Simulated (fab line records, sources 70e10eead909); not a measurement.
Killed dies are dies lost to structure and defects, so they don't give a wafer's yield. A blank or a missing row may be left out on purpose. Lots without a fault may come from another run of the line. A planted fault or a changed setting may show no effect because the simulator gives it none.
Which tool did it? | flow nand_harc | 14 lots, 42 wafers sampled, at 5 steps of a route of 1159

WHAT THE GAUGES READ, wafer by wafer
NHARC_A_SOURCE_PLATE_THK_MEAS_06: measures by ellipsometry.
lot  | measured     | on            | thk_nm (nm)
L925 | day 8 17:13  | film_metro-01 | 197.0 198.8 197.7
L928 | day 9 05:22  | film_metro-02 | 202.8 203.7 201.0
L927 | day 9 05:22  | film_metro-01 | 199.2 198.7 199.3
L926 | day 9 11:14  | film_metro-02 | 201.4 199.5 199.9
L929 | day 9 11:14  | film_metro-01 | 200.5 197.7 195.6
L930 | day 9 14:37  | film_metro-02 | 197.5 198.9 201.1
L935 | day 10 12:56 | film_metro-02 | 199.1 198.9 195.1
L933 | day 10 12:55 | film_metro-01 | 202.4 202.4 200.3
L936 | day 11 08:12 | film_metro-01 | 201.4 202.1 199.5
L937 | day 11 14:44 | film_metro-02 | 196.2 196.6 196.6
L938 | day 11 14:43 | film_metro-01 | 201.7 198.3 200.8
L942 | day 12 11:37 | film_metro-01 | 199.8 200.4 200.4
L941 | day 12 11:37 | film_metro-02 | 205.4 200.4 200.9
L944 | day 13 08:16 | film_metro-02 | 200.1 197.8 200.9

NHARC_A_ONON_D1_THK_MEAS_21: measures by ellipsometry.
lot  | measured     | on            | thk_nm (nm)
L925 | day 9 04:38  | film_metro-01 | 990 992 990
L928 | day 9 17:06  | film_metro-02 | 1008 1005 1006
L927 | day 9 16:58  | film_metro-01 | 1003 1003 1004
L926 | day 9 23:34  | film_metro-01 | 992 991 990
L929 | day 9 23:26  | film_metro-01 | 992 992 992
L930 | day 9 23:47  | film_metro-02 | 993 992 995
L935 | day 10 23:32 | film_metro-02 | 1002 1000 1000
L933 | day 10 23:31 | film_metro-01 | 1003 1008 1007
L936 | day 11 21:40 | film_metro-02 | 1001 1000 1000
L937 | day 12 01:19 | film_metro-02 | 1016 1017 1018
L938 | day 12 01:18 | film_metro-01 | 1017 1019 1020
L942 | day 12 22:16 | film_metro-01 | 904 903 905
L941 | day 12 22:14 | film_metro-02 | 1002 1003 1001
L944 | day 13 18:49 | film_metro-02 | 901 903 902

WHICH TOOL RAN EACH LOT (tool, then ch and the chambers of the sampled wafers, then the start)
lot  | NHARC_A_ZERO_WELL_DESCUM_12        | NHARC_A_ZERO_WELL_ETCH_19          | NHARC_A_ONON_D1_DEP_19
L925 | rie_diel-06 ch 0,3, day 7 19:22    | rie_diel-06 ch 0,3, day 7 19:28    | pecvd_onon-03 ch 0, day 9 04:11
L928 | rie_diel-06 ch 1, day 8 06:36      | rie_diel-06 ch 3, day 8 06:44      | pecvd_onon-04 ch 0, day 9 16:35
L927 | rie_diel-05 ch 0,2,3, day 8 07:32  | rie_diel-05 ch 0,2,3, day 8 07:37  | pecvd_onon-02 ch 0, day 9 16:28
L926 | rie_diel-03 ch 0,2,3, day 8 12:45  | rie_diel-03 ch 0,2, day 8 12:50    | pecvd_onon-02 ch 0, day 9 23:04
L929 | rie_diel-03 ch 1,2,3, day 8 13:36  | rie_diel-03 ch 0,1, day 8 13:41    | pecvd_onon-04 ch 0, day 9 22:59
L930 | rie_diel-06 ch 1,3, day 8 16:35    | rie_diel-06 ch 0,1, day 8 16:40    | pecvd_onon-03 ch 0, day 9 23:16
L935 | rie_diel-05 ch 1,2,3, day 9 15:19  | rie_diel-05 ch 0,3, day 9 15:23    | pecvd_onon-02 ch 0, day 10 23:01
L933 | rie_diel-06 ch 0,2,3, day 9 17:11  | rie_diel-06 ch 0,1,2, day 9 17:16  | pecvd_onon-03 ch 0, day 10 23:00
L936 | rie_diel-06 ch 0,1, day 10 10:19   | rie_diel-06 ch 1,2, day 10 10:24   | pecvd_onon-04 ch 0, day 11 21:13
L937 | rie_diel-06 ch 1,2, day 10 16:08   | rie_diel-06 ch 0,2,3, day 10 16:12 | pecvd_onon-02 ch 0, day 12 00:51
L938 | rie_diel-06 ch 0,1,2, day 10 18:10 | rie_diel-06 ch 0,1,2, day 10 18:15 | pecvd_onon-04 ch 0, day 12 00:47
L942 | rie_diel-05 ch 0,1,3, day 11 13:07 | rie_diel-05 ch 0,1,2, day 11 13:13 | pecvd_onon-04 ch 0, day 12 21:48
L941 | rie_diel-06 ch 0,1,3, day 11 14:38 | rie_diel-06 ch 0,3, day 11 14:43   | pecvd_onon-02 ch 0, day 12 21:44
L944 | rie_diel-03 ch 0,1, day 12 10:42   | rie_diel-03 ch 1,2, day 12 10:47   | pecvd_onon-04 ch 0, day 13 18:22
- NHARC_A_ZERO_WELL_DESCUM_12: chemistry O2, time 3 s.
- NHARC_A_ZERO_WELL_ETCH_19: etches the open film in N2/H2, target depth 80 nm, overetch 24 nm, time 87.88 s.
- NHARC_A_ONON_D1_DEP_19: target thk 1000 nm.

WHAT THE TOOLS THEMSELVES READ (means of the sampled wafers that have a number; where no wafer has one, the mark that the record gives instead)
NHARC_A_ZERO_WELL_DESCUM_12.
lot  | tool        | drypump_motor_current_A (A) | oes_product_au (a.u.) | rf_vpp_V (V) | showerhead_plenum_p_Torr (Torr) | throttle_valve_pct (%)
L925 | rie_diel-06 | 6.2                         | 1.005                 | 58.5         | 1.98                            | 11.318
L928 | rie_diel-06 | 5.9                         | 1.009                 | 56.8         | 1.80                            | 11.308
L927 | rie_diel-05 | 5.6                         | 1.005                 | 57.6         | 1.96                            | 11.311
L926 | rie_diel-03 | 5.7                         | 1.004                 | 58.5         | 1.96                            | 11.312
L929 | rie_diel-03 | 5.5                         | 1.008                 | 57.3         | 2.02                            | 11.309
L930 | rie_diel-06 | 5.8                         | 1.009                 | 57.9         | 1.87                            | 11.311
L935 | rie_diel-05 | 5.6                         | 0.998                 | 57.9         | 1.98                            | 11.308
L933 | rie_diel-06 | 5.9                         | 0.996                 | 57.9         | 1.95                            | 11.310
L936 | rie_diel-06 | 6.3                         | 1.006                 | 58.2         | 1.91                            | 11.306
L937 | rie_diel-06 | 5.9                         | 1.004                 | 57.3         | 1.82                            | 11.310
L938 | rie_diel-06 | 6.0                         | 0.996                 | 56.9         | 1.88                            | 11.312
L942 | rie_diel-05 | 5.7                         | 0.995                 | 57.9         | 1.96                            | 11.314
L941 | rie_diel-06 | 6.0                         | 0.999                 | 57.7         | 1.93                            | 11.321
L944 | rie_diel-03 | 5.8                         | 1.015                 | 58.0         | 1.92                            | 11.315

NHARC_A_ZERO_WELL_ETCH_19.
lot  | tool        | drypump_motor_current_A (A) | oes_product_au (a.u.) | rf_fwd_power_W (W) | rf_vpp_V (V) | showerhead_plenum_p_Torr (Torr) | throttle_valve_pct (%)
L925 | rie_diel-06 | 5.9                         | 1.005                 | 395.0              | 432.8        | 2.13                            | 14.173
L928 | rie_diel-06 | 5.6                         | 0.997                 | 396.0              | 433.3        | 2.15                            | 14.174
L927 | rie_diel-05 | 5.6                         | 1.005                 | 395.2              | 432.2        | 2.09                            | 14.176
L926 | rie_diel-03 | 5.8                         | 1.014                 | 396.5              | 429.9        | 2.02                            | 14.166
L929 | rie_diel-03 | 5.8                         | 1.014                 | 396.6              | 430.5        | 2.05                            | 14.169
L930 | rie_diel-06 | 6.3                         | 1.007                 | 396.2              | 430.0        | 2.03                            | 14.168
L935 | rie_diel-05 | 5.7                         | 1.003                 | 395.9              | 430.8        | 2.07                            | 14.164
L933 | rie_diel-06 | 6.0                         | 0.991                 | 397.2              | 430.4        | 2.00                            | 14.172
L936 | rie_diel-06 | 5.8                         | 0.997                 | 397.1              | 428.1        | 1.94                            | 14.170
L937 | rie_diel-06 | 6.0                         | 0.999                 | 395.6              | 431.7        | 2.08                            | 14.173
L938 | rie_diel-06 | 6.0                         | 0.989                 | 396.7              | 428.6        | 2.00                            | 14.163
L942 | rie_diel-05 | 5.4                         | 0.991                 | 396.1              | 432.9        | 2.12                            | 14.176
L941 | rie_diel-06 | 6.2                         | 0.997                 | 398.1              | 432.6        | 2.11                            | 14.169
L944 | rie_diel-03 | 5.4                         | 1.001                 | 396.8              | 432.7        | 2.14                            | 14.177

THE ANSWER, worked out from the rows above alone
Rule: what is usual is taken from the lots themselves. Put in order of their means at a reading, lots are off if they are a third of the lots or fewer, leave a main group of 4 or more, and stand apart from it by a gap of 3 or more times the standard deviation of the main group's means; of several such gaps the widest counts. A main group whose means are all the same, to the digits that the tables above print for the reading, isn't used. A lot without any number at a reading at which 4 lots or more have one is off too. The other lots that the step has rows for count as sound. The gauges are gone through in route order, then the tools' own readings, and for those a lot's mean is taken as printed above. The first step at which some lot is off is used, and at that step the reading that is off furthest; a lot without a number counts as furthest.
Off: L942, L944, at NHARC_A_ONON_D1_THK_MEAS_21 (thk_nm). The main group: mean 1002 nm, standard deviation 9.
A tool fits if, at a process step before that reading, it ran every lot that is off, and no sound lot after the first of them. The gauges at NHARC_A_ONON_D1_THK_MEAS_21 are tried like those tools. One fits: pecvd_onon-04 at NHARC_A_ONON_D1_DEP_19. Its last sound lot is L938 (day 12 00:47), its first lot that is off L942 (day 12 21:48): a fault that began between those two fits.

WHAT THE SIMULATOR HAD PUT IN
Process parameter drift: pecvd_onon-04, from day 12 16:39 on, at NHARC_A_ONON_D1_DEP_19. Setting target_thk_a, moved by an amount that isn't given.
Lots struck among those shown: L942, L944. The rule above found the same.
